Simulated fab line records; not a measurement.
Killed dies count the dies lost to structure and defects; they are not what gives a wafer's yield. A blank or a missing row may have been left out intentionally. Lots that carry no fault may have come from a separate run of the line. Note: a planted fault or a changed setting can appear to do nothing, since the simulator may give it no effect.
Check of tool commonality    flow nand-harc    1 lot, 3 wafers sampled

== WHY IT WAS OPENED ==
At NHARC_END_SORT_01 the reading killed-at-periphery is flagged on 1 of 1 lot. Fault-free wafers read 3.6, with a standard deviation of 2.4.
Rule: a lot gets a flag if all its wafers with a number sit over 4 standard deviations from that mean, or if no wafer of it has a number. The rest of the lots are taken to be sound.

lot   measured      on         killed-at-periphery, wafer by wafer  flag
L423  day 25 18:37  prober-01  634 631 617                          FLAGGED
Flagged lots average 627.3: +623.7 relative to the usual, that is +99 or more standard deviations.

== WHICH TOOL RAN EACH LOT ==
The record holds 4 process steps before the reading, out of a route of 1302 steps. Cell contents, in order: the tool; ch with the chambers the sampled wafers went through; the start.
lot   flag     NHARC_P_GATE_ETCH_104              NHARC_P_GATE_ETCH_114                         NHARC_P_GATE_STRIP_75                NHARC_P_GATE_EXPOSE_88
L423  FLAGGED  rie-diel-07 ch 1,2,3, day 6 16:31  rie-diel-07 ch 0,1,3, day 7 05:02 or earlier  plasma-asher-02 ch 0,1, day 7 05:02  krf-scanner-03 ch 0, day 7 07:31
These steps, and what they do:
- NHARC_P_GATE_ETCH_104: etches the open film in CF4/CHF3, target depth 60 nm.
- NHARC_P_GATE_ETCH_114: etches the open film in CF4/O2, target depth 30 nm, overetch 3 nm, time 16.5 s.
- NHARC_P_GATE_STRIP_75: strips in O2.
- NHARC_P_GATE_EXPOSE_88: exposes mask P HVN, target cd 2000 nm.
- NHARC_END_SORT_01

== FLAGGED AGAINST TOTAL, ONE TOOL AT A TIME (gauges that did the reading follow at the end) ==
step                    tool             lots run  flagged  share of the flagged lots  sound lots run after its first flagged lot
NHARC_P_GATE_ETCH_104   rie-diel-07      1         1        all                        0
NHARC_P_GATE_ETCH_114   rie-diel-07      1         1        all                        0
NHARC_P_GATE_STRIP_75   plasma-asher-02  1         1        all                        0
NHARC_P_GATE_EXPOSE_88  krf-scanner-03   1         1        all                        0
NHARC_END_SORT_01       prober-01        1         1        all                        0
With no start given for some of its lots, NHARC_P_GATE_ETCH_114 uses the hours and lot order of NHARC_P_GATE_STRIP_75.

== WHAT THE TABLE ALLOWS ==
5 rows of the table ran every flagged lot: rie-diel-07 at NHARC_P_GATE_ETCH_104, rie-diel-07 at NHARC_P_GATE_ETCH_114, plasma-asher-02 at NHARC_P_GATE_STRIP_75, krf-scanner-03 at NHARC_P_GATE_EXPOSE_88, prober-01 at NHARC_END_SORT_01.
- rie-diel-07 at NHARC_P_GATE_ETCH_104: 1 of its 1 lot flagged. No sound lot ran on it before its first flagged lot in this sample; the start therefore can't be narrowed down.
- rie-diel-07 at NHARC_P_GATE_ETCH_114: 1 of its 1 lot flagged. No sound lot ran on it before its first flagged lot in this sample; the start therefore can't be narrowed down.
- plasma-asher-02 at NHARC_P_GATE_STRIP_75: 1 of its 1 lot flagged. No sound lot ran on it before its first flagged lot in this sample; the start therefore can't be narrowed down.
- krf-scanner-03 at NHARC_P_GATE_EXPOSE_88: 1 of its 1 lot flagged. No sound lot ran on it before its first flagged lot in this sample; the start therefore can't be narrowed down.
- prober-01 at NHARC_END_SORT_01: 1 of its 1 lot flagged. No sound lot ran on it before its first flagged lot in this sample; the start therefore can't be narrowed down.
These 4 tools cannot be told apart by counting lots, since each of them fits a fault that started at some hour. More lots, or a look at what each step does to the wafer, might.

== WHAT WAS PUT IN BY THE SIMULATOR ==
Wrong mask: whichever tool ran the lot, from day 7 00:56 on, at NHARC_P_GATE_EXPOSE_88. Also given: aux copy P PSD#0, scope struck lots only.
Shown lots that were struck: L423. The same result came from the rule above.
